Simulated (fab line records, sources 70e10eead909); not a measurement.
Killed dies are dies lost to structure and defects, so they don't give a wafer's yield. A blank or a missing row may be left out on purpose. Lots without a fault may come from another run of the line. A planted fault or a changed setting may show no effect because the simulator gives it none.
A struck lot beside a sound one | flow nand_harc | 15 steps out of a route of 1159
Sound: wafers L111.1, L111.3, L111.4. Struck: wafers L100.1, L100.5, L100.6. The cause comes at the end.
At each step with rows: each side's tool, then ch and its chambers, then its first start. Under that, the readings that differ: sound wafers | struck wafers | difference of the means | sigmas: that difference in standard deviations of wafers without a fault.
alike: readings whose means differ by less than 2 such deviations, and words and numbers that are the same on both sides. not compared: withheld readings, readings that some wafer has no value for, bounds like >300 that may hide the same value, and numbers for which the record gives no deviation and whose values overlap.
The two part at a step that has a row with sigmas, a row that says differs or no value, or rows on one side only. Numbers that don't overlap but have no deviation are shown without sigmas and don't part them. A reading that every wafer of one side lacks parts them only if that side has two wafers or more.

NHARC_A_CONTACT_ETCH_129: etches the open film in C4F8/O2/Ar, time 155 s, target depth 956 nm.
  sound on har_cap_etch-03 ch 0,1, day 22 18:09; struck on har_cap_etch-02 ch 0,1, day 22 03:50
  not compared: rf_hours_counter_h
then, 2 steps without rows for these wafers: NHARC_A_CONTACT_ETCH_130 (etches the open film in C4F8/O2/Ar, time 155 s, target depth 956 nm); NHARC_A_CONTACT_ETCH_131 (etches the open film in C4F8/O2/Ar, time 155 s, target depth 956 nm).
NHARC_A_CONTACT_ETCH_132: etches the open film in C4F8/O2/Ar, time 156 s, target depth 958 nm.
  sound on har_cap_etch-03 ch 0,1, day 22 18:34; struck on har_cap_etch-02 ch 0,1, day 22 04:16
  not compared: rf_hours_counter_h
NHARC_A_CONTACT_ETCH_133: etches the open film in C4F8/O2/Ar, time 195 s, target depth 840 nm.
  sound on har_cap_etch-03 ch 0,1, day 22 18:43; struck on har_cap_etch-02 ch 0,1, day 22 04:25
  not compared: rf_hours_counter_h
NHARC_A_CONTACT_ETCH_91: etches the open film in CH3F/O2, target depth 40 nm, time 85.7 s.
  sound on rie_diel-11 ch 0,1,2, day 22 19:17; struck on rie_diel-13 ch 0,2,3, day 22 05:05
  alike: bias_w, drypump_motor_current_A, o2_flow_sccm, oes_product_au, rf_vpp_V, showerhead_plenum_p_Torr, throttle_valve_pct
  not compared: rf_hours_counter_h
then, 1 step without rows for these wafers: NHARC_A_CONTACT_ETCH_97 (etches the open film in C4F6/O2, target depth 20 nm, time 10 s).
NHARC_A_CONTACT_CD_MEAS_80:
  sound on cd_sem-01, day 22 19:31; struck on cd_sem-02, day 22 05:15
  alike: cd_nm
then, 3 steps without rows for these wafers: NHARC_A_CONTACT_STRIP_103 (strips in N2/H2); NHARC_A_CONTACT_STRIP_104 (strips in CF4/CHF3); NHARC_A_CONTACT_STRIP_105 (strips in O2/COS).
NHARC_A_CONTACT_ETCH_106: etches the open film in CF4/O2, target depth 60 nm, overetch 6 nm, time 33 s.
  sound on rie_diel-04 ch 0,1,2, day 22 20:29; struck on rie_diel-13 ch 1,2, day 22 05:33
  alike: bias_w, drypump_motor_current_A, o2_flow_sccm, oes_product_au, rf_vpp_V, showerhead_plenum_p_Torr, throttle_valve_pct
  not compared: rf_hours_counter_h
NHARC_A_CONTACT_STRIP_82: strips in O2.
  sound on rie_diel-04 ch 1,2,3, day 22 20:36; struck on rie_diel-13 ch 0,2,3, day 22 05:41
  no value came back on the struck wafers for any of 9 readings (bias_w (W), chamber_pressure_mTorr (mTorr) and others); on the sound wafers bias_w (W) reads 0 0 0
then, 1 step without rows for these wafers: NHARC_A_CONTACT_STRIP_83 (strips in post etch residue remover, time 600 s).
-- the record jumps here: 3 days lie between the struck wafers' starts before and after (it left off in module A_CONTACT and takes up again in module END, whose first step shown is number 1159 of the route) --
NHARC_END_SORT_01:
  the record has rows for the struck wafers here (prober-02 ch 0, day 25 10:20) and none for the sound ones

WHERE THEY PART
First at NHARC_A_CONTACT_STRIP_82; last, within this record, at NHARC_END_SORT_01.

WHY: what the simulator had put in
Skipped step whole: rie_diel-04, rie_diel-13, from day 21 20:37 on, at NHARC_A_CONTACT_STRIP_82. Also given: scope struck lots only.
